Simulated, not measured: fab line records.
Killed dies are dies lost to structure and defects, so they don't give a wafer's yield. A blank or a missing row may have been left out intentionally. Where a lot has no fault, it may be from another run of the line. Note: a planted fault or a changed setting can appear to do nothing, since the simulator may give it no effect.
Which tool is to blame? :: flow nand-harc :: 14 lots with 42 wafers sampled at 6 steps, on a route of 1159 steps

== WHAT EACH GAUGE READ, for each wafer ==
NHARC_P_BONDPAD_THK_MEAS_20: measures by xrf. Usual: thk-nm 160.6 nm, standard deviation 1.5.
lot: L150
measured: day 7 04:11
on: film-metro-01
thk-nm (nm): 162.2 162.2 159.0
flag: 

lot: L149
measured: day 7 05:07
on: film-metro-01
thk-nm (nm): 157.3 159.9 160.4
flag: 

lot: L152
measured: day 7 06:51
on: film-metro-02
thk-nm (nm): 159.2 159.8 162.0
flag: 

lot: L151
measured: day 7 10:25
on: film-metro-02
thk-nm (nm): 161.9 161.0 159.1
flag: 

lot: L153
measured: day 7 18:47
on: film-metro-01
thk-nm (nm): 163.3 158.1 160.6
flag: 

lot: L154
measured: day 8 01:20
on: film-metro-01
thk-nm (nm): 160.5 161.3 160.4
flag: 

lot: L156
measured: day 8 11:14
on: film-metro-01
thk-nm (nm): 158.5 161.2 163.0
flag: 

lot: L160
measured: day 9 18:51
on: film-metro-01
thk-nm (nm): 161.0 158.1 161.7
flag: 

lot: L167
measured: day 11 02:52
on: film-metro-01
thk-nm (nm): 160.9 160.2 161.3
flag: 

lot: L166
measured: day 11 03:41
on: film-metro-02
thk-nm (nm): 159.3 159.8 159.5
flag: 

lot: L169
measured: day 11 14:34
on: film-metro-01
thk-nm (nm): 162.4 163.3 163.1
flag: 

lot: L168
measured: day 11 15:43
on: film-metro-02
thk-nm (nm): 160.0 160.6 162.4
flag: 

lot: L170
measured: day 12 08:47
on: film-metro-02
thk-nm (nm): 160.1 161.3 160.6
flag: 

lot: L171
measured: day 12 09:19
on: film-metro-02
thk-nm (nm): 160.0 161.7 160.8
flag: 

NHARC_A_SOURCE_PLATE_THK_MEAS_09: measures by ellipsometry. Usual: thk-nm 9.5 nm, standard deviation 1.
lot: L150
measured: day 7 15:07
on: film-metro-01
thk-nm (nm): 10.0 10.9 10.5
flag: 

lot: L149
measured: day 7 15:07
on: film-metro-02
thk-nm (nm): 9.6 9.0 8.7
flag: 

lot: L152
measured: day 7 15:07
on: film-metro-01
thk-nm (nm): 9.2 9.3 9.2
flag: 

lot: L151
measured: day 7 20:50
on: film-metro-02
thk-nm (nm): 10.2 9.8 9.5
flag: 

lot: L153
measured: day 8 05:48
on: film-metro-02
thk-nm (nm): 10.6 10.0 10.5
flag: 

lot: L154
measured: day 8 11:53
on: film-metro-01
thk-nm (nm): 10.3 8.5 9.5
flag: 

lot: L156
measured: day 9 01:45
on: film-metro-02
thk-nm (nm): 15.6 14.8 14.7
flag: OFF

lot: L160
measured: day 10 07:47
on: film-metro-02
thk-nm (nm): 14.9 16.0 15.0
flag: OFF

lot: L167
measured: day 11 13:27
on: film-metro-02
thk-nm (nm): 11.2 9.1 9.9
flag: 

lot: L166
measured: day 11 13:27
on: film-metro-01
thk-nm (nm): 7.4 9.7 9.4
flag: 

lot: L169
measured: day 12 00:59
on: film-metro-02
thk-nm (nm): 12.2 9.7 11.3
flag: 

lot: L168
measured: day 12 00:59
on: film-metro-01
thk-nm (nm): 9.5 8.3 9.2
flag: 

lot: L170
measured: day 12 18:57
on: film-metro-02
thk-nm (nm): 9.1 9.1 9.4
flag: 

lot: L171
measured: day 12 18:58
on: film-metro-02
thk-nm (nm): 8.9 10.4 11.1
flag: 

NHARC_A_SOURCE_PLATE_INSPECT_08. Usual: raw-defect-count 60, standard deviation 19.
lot: L150
measured: day 8 04:32
on: defect-inspect-01
raw-defect-count: 60 37 51
flag: 

lot: L149
measured: day 8 04:35
on: defect-inspect-01
raw-defect-count: 64 84 54
flag: 

lot: L152
measured: day 8 04:33
on: defect-inspect-02
raw-defect-count: 46 36 53
flag: 

lot: L151
measured: day 8 10:30
on: defect-inspect-02
raw-defect-count: 27 47 69
flag: 

lot: L153
measured: day 8 19:33
on: defect-inspect-01
raw-defect-count: 59 22 56
flag: 

lot: L154
measured: day 9 01:37
on: defect-inspect-02
raw-defect-count: 43 60 30
flag: 

lot: L156
measured: day 9 12:43
on: defect-inspect-01
raw-defect-count: 60 75 60
flag: 

lot: L160
measured: day 10 19:56
on: defect-inspect-02
raw-defect-count: 103 72 37
flag: 

lot: L167
measured: day 12 02:19
on: defect-inspect-02
raw-defect-count: 48 55 36
flag: 

lot: L166
measured: day 12 02:20
on: defect-inspect-01
raw-defect-count: 60 68 53
flag: 

lot: L169
measured: day 12 14:15
on: defect-inspect-01
raw-defect-count: 108 45 40
flag: 

lot: L168
measured: day 12 14:14
on: defect-inspect-02
raw-defect-count: 54 67 98
flag: 

lot: L170
measured: day 13 08:10
on: defect-inspect-01
raw-defect-count: 41 65 83
flag: 

lot: L171
measured: day 13 08:07
on: defect-inspect-02
raw-defect-count: 39 33 29
flag: 

NHARC_END_SORT_01. Usual: killed-at-array 28, standard deviation 10; killed-at-other 0.6, standard deviation 1.1; killed-at-periphery 3.6, standard deviation 2.6; killed-dies 32, standard deviation 10; killed-open 3.3, standard deviation 1.8; killed-short 1.9, standard deviation 1.4.
lot: L154
measured: day 22 01:16
on: prober-02
killed-at-array: 37 41 38
killed-at-other: 0 0 1
killed-at-periphery: 0 1 1
killed-dies: 37 42 40
killed-open: 2 3 1
killed-short: 3 1 3
flag: 

lot: L156
measured: day 20 21:31
on: prober-02
killed-at-array: 33 35 23
killed-at-other: 6 6 1
killed-at-periphery: 7 1 4
killed-dies: 46 42 28
killed-open: 6 3 0
killed-short: 0 2 1
flag: OFF

lot: L166
measured: day 24 05:13
on: prober-02
killed-at-array: 19 21 16
killed-at-other: 0 0 0
killed-at-periphery: 6 5 0
killed-dies: 25 26 16
killed-open: 5 2 0
killed-short: 1 2 0
flag: 

lot: L171
measured: day 25 03:16
on: prober-01
killed-at-array: 20 17 17
killed-at-other: 0 0 1
killed-at-periphery: 4 3 5
killed-dies: 24 20 23
killed-open: 6 3 3
killed-short: 4 1 2
flag: 

== TOOL THAT RAN EACH LOT (tool first, then ch and the chambers of the sampled wafers, then the start) ==
lot: L150
NHARC_P_BONDPAD_ANNEAL_28: rtp-anneal-01 ch 0, day 7 03:39
NHARC_A_SOURCE_PLATE_OXIDE_02: furnace-05 ch 0, day 7 11:04

lot: L149
NHARC_P_BONDPAD_ANNEAL_28: rtp-anneal-02 ch 0, day 7 04:26
NHARC_A_SOURCE_PLATE_OXIDE_02: furnace-05 ch 0, day 7 11:04

lot: L152
NHARC_P_BONDPAD_ANNEAL_28: rtp-anneal-02 ch 0, day 7 06:10
NHARC_A_SOURCE_PLATE_OXIDE_02: furnace-05 ch 0, day 7 11:04

lot: L151
NHARC_P_BONDPAD_ANNEAL_28: rtp-anneal-02 ch 0, day 7 09:44
NHARC_A_SOURCE_PLATE_OXIDE_02: furnace-02 ch 0, day 7 16:47

lot: L153
NHARC_P_BONDPAD_ANNEAL_28: rtp-anneal-02 ch 0, day 7 18:02
NHARC_A_SOURCE_PLATE_OXIDE_02: furnace-08 ch 0, day 8 01:46

lot: L154
NHARC_P_BONDPAD_ANNEAL_28: rtp-anneal-02 ch 0, day 8 00:40
NHARC_A_SOURCE_PLATE_OXIDE_02: furnace-02 ch 0, day 8 07:47

lot: L156
NHARC_P_BONDPAD_ANNEAL_28: rtp-anneal-02 ch 0, day 8 10:34
NHARC_A_SOURCE_PLATE_OXIDE_02: furnace-02 ch 0, day 8 15:05 and furnace-05 ch 0, day 8 21:17

lot: L160
NHARC_P_BONDPAD_ANNEAL_28: rtp-anneal-01 ch 0, day 9 18:11
NHARC_A_SOURCE_PLATE_OXIDE_02: furnace-02 ch 0, day 9 23:19 and furnace-08 ch 0, day 10 03:23

lot: L167
NHARC_P_BONDPAD_ANNEAL_28: rtp-anneal-01 ch 0, day 11 02:15
NHARC_A_SOURCE_PLATE_OXIDE_02: furnace-02 ch 0, day 11 09:23

lot: L166
NHARC_P_BONDPAD_ANNEAL_28: rtp-anneal-02 ch 0, day 11 03:07
NHARC_A_SOURCE_PLATE_OXIDE_02: furnace-02 ch 0, day 11 09:23

lot: L169
NHARC_P_BONDPAD_ANNEAL_28: rtp-anneal-02 ch 0, day 11 13:55
NHARC_A_SOURCE_PLATE_OXIDE_02: furnace-02 ch 0, day 11 20:57

lot: L168
NHARC_P_BONDPAD_ANNEAL_28: rtp-anneal-01 ch 0, day 11 15:04
NHARC_A_SOURCE_PLATE_OXIDE_02: furnace-02 ch 0, day 11 20:57

lot: L170
NHARC_P_BONDPAD_ANNEAL_28: rtp-anneal-02 ch 0, day 12 08:07
NHARC_A_SOURCE_PLATE_OXIDE_02: furnace-08 ch 0, day 12 14:55

lot: L171
NHARC_P_BONDPAD_ANNEAL_28: rtp-anneal-02 ch 0, day 12 08:45
NHARC_A_SOURCE_PLATE_OXIDE_02: furnace-08 ch 0, day 12 14:55
- NHARC_P_BONDPAD_ANNEAL_28: time 90 s.
- NHARC_A_SOURCE_PLATE_OXIDE_02: material SiO2, target thk 10 nm, ox time 1362 s.

== AS READ BY THE TOOLS THEMSELVES (means over the sampled wafers that have a number; for cases with no such wafer, the mark the record gives instead) ==
NHARC_P_BONDPAD_ANNEAL_28. Usual: wafer_temp_C_max 225.81, standard deviation 0.3.
lot: L150
tool: rtp-anneal-01
wafer_temp_C_max: 226.35
flag: 

lot: L149
tool: rtp-anneal-02
wafer_temp_C_max: 225.63
flag: 

lot: L152
tool: rtp-anneal-02
wafer_temp_C_max: 225.39
flag: 

lot: L151
tool: rtp-anneal-02
wafer_temp_C_max: 225.66
flag: 

lot: L153
tool: rtp-anneal-02
wafer_temp_C_max: 225.72
flag: 

lot: L154
tool: rtp-anneal-02
wafer_temp_C_max: 225.55
flag: 

lot: L156
tool: rtp-anneal-02
wafer_temp_C_max: 225.70
flag: 

lot: L160
tool: rtp-anneal-01
wafer_temp_C_max: 226.06
flag: 

lot: L167
tool: rtp-anneal-01
wafer_temp_C_max: 226.29
flag: 

lot: L166
tool: rtp-anneal-02
wafer_temp_C_max: 225.71
flag: 

lot: L169
tool: rtp-anneal-02
wafer_temp_C_max: 225.63
flag: 

lot: L168
tool: rtp-anneal-01
wafer_temp_C_max: 226.17
flag: 

lot: L170
tool: rtp-anneal-02
wafer_temp_C_max: 225.67
flag: 

lot: L171
tool: rtp-anneal-02
wafer_temp_C_max: 225.68
flag: 

NHARC_A_SOURCE_PLATE_OXIDE_02. Usual: spike-tc-centre-C 901.6 C, standard deviation 1.4.
lot: L150
tool: furnace-05
spike-tc-centre-C (C): 900.8
flag: 

lot: L149
tool: furnace-05
spike-tc-centre-C (C): 899.6
flag: 

lot: L152
tool: furnace-05
spike-tc-centre-C (C): 900.4
flag: 

lot: L151
tool: furnace-02
spike-tc-centre-C (C): 901.9
flag: 

lot: L153
tool: furnace-08
spike-tc-centre-C (C): 901.0
flag: 

lot: L154
tool: furnace-02
spike-tc-centre-C (C): 902.9
flag: 

lot: L156
tool: furnace-02/furnace-05
spike-tc-centre-C (C): 901.6
flag: 

lot: L160
tool: furnace-02/furnace-08
spike-tc-centre-C (C): 901.0
flag: 

lot: L167
tool: furnace-02
spike-tc-centre-C (C): 902.2
flag: 

lot: L166
tool: furnace-02
spike-tc-centre-C (C): 903.1
flag: 

lot: L169
tool: furnace-02
spike-tc-centre-C (C): 902.8
flag: 

lot: L168
tool: furnace-02
spike-tc-centre-C (C): 902.6
flag: 

lot: L170
tool: furnace-08
spike-tc-centre-C (C): 901.2
flag: 

lot: L171
tool: furnace-08
spike-tc-centre-C (C): 899.5
flag: 

== THE ANSWER, worked out from the rows above alone ==
Rule: a lot is off if the mean of its wafers that have a number lies more than 3 standard deviations from the usual mean. A lot without any number at a reading at which 4 lots or more have one is off too. Where the step has rows for the other lots, those lots are counted as sound. First the gauges in route order, then the tools' own readings, where a lot's mean is used as printed above. At the first step where some lot is off, the reading lying furthest off is the one used; lots without a number count as furthest.
Off at NHARC_A_SOURCE_PLATE_THK_MEAS_09 (thk-nm): L156, L160.
If a tool, at a process step before that reading, ran all the lots that are off and no sound lot after the first of them, it fits. Those tools and the gauges at NHARC_A_SOURCE_PLATE_THK_MEAS_09 are tried in the same way. Not one of the candidates tried fits.

== WHAT THE SIMULATOR HAD PUT IN ==
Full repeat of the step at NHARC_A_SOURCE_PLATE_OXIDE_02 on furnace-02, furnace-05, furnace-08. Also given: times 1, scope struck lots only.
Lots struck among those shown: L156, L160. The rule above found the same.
